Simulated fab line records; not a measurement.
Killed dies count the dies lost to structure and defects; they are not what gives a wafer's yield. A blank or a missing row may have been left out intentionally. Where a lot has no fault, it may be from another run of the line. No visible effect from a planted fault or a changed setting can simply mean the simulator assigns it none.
Chamber matching -- flow n5_finfet -- N5_MOL_CONTACT_COAG_ALD_131 on ald_sin-01: 4 sister chambers
The step deposits SiO2, target thk 5 nm, pulse time 1 s, co reactant pulse time 1 s. 4 wafers are shown with their chamber, then 7 later ones without.

== EACH WAFER AND ITS CHAMBER ==
wafer,chamber,heater_power_w (W)
L089.1,3,84
L089.3,0,84
L090.2,2,69
L090.4,1,83

== WAFERS WHOSE CHAMBER IS MISSING ==
wafer,heater_power_w (W)
L090.5,86
L091.1,83
L091.4,84
L091.6,67
L092.1,67
L092.4,84
L092.5,83

== THE CHAMBER EACH PASSED THROUGH ==
wafer,from the rows above,in truth
L090.5,can't be placed: 0 or 3 or 1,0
L091.1,can't be placed: 1 or 0 or 3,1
L091.4,can't be placed: 0 or 3 or 1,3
L091.6,2,2
L092.1,2,2
L092.4,can't be placed: 0 or 3 or 1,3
L092.5,can't be placed: 1 or 0 or 3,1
Correctly placed: 2 of 7. From these rows, 5 cannot be placed; in 5 the true chamber is one of the candidates. Number placed wrongly: 0.
How it was worked out, from the rows above alone: a wafer's distance from a chamber is the root of the sum, over the readings, of the square of ((its reading less the chamber's mean) divided by the reading's scatter). If the next closest chamber is less than 2 further off than the closest, the wafer can't be placed; otherwise it belongs to the closest. For every chamber, the mean is computed from those of its wafers that are shown. The scatter: root of mean squared gap, hidden wafer to nearest shown wafer, with one shown wafer a chamber.
